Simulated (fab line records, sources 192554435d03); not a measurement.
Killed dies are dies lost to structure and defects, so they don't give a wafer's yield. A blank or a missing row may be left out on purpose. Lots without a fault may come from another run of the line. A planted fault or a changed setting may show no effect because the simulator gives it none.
Chamber matching | flow n5_finfet | N5_BEOL_M8_DEP_56 on pecvd-01: 3 sister chambers
The step deposits SiCN from 3MS/NH3, target thk 10 nm, time 17.5 s. 6 wafers are shown with their chamber, then 7 later ones without.

WAFERS WITH THEIR CHAMBER
wafer  | chamber | showerhead_vpp_V (V) | throttle_valve_pct (%)
L088.6 | 0       | 847                  | 9.6
L089.1 | 0       | 871                  | 9.4
L089.3 | 1       | 860                  | 8.4
L089.4 | 2       | 976                  | 8.9
L090.1 | 1       | 868                  | 8.6
L090.2 | 2       | 980                  | 8.9

WAFERS WITHOUT THEIR CHAMBER
wafer  | showerhead_vpp_V (V) | throttle_valve_pct (%)
L090.6 | 868                  | 8.8
L092.1 | 994                  | 9.0
L092.3 | 876                  | 8.8
L092.6 | 864                  | 9.6
L093.3 | 862                  | 8.7
L093.5 | 865                  | 9.8
L093.6 | 865                  | 8.6

WHICH CHAMBER EACH WENT THROUGH
wafer  | from the rows above | in truth
L090.6 | 1                   | 1
L092.1 | 2                   | 2
L092.3 | 1                   | 1
L092.6 | 0                   | 0
L093.3 | 1                   | 1
L093.5 | 0                   | 0
L093.6 | 1                   | 1
Placed correctly: 7 of 7. Can't be placed from these rows: 0. Placed wrongly: 0.
How it was worked out, from the rows above alone: a wafer's distance from a chamber is the root of the sum, over the readings, of the square of ((its reading less the chamber's mean) divided by the reading's scatter). The wafer belongs to the nearest chamber; if the next one is less than 2 further off, it can't be placed. A chamber's mean is the mean of its shown wafers. The scatter: the root of (the sum of the squares of (reading less its chamber's mean) over the shown wafers, divided by (wafers less chambers)).
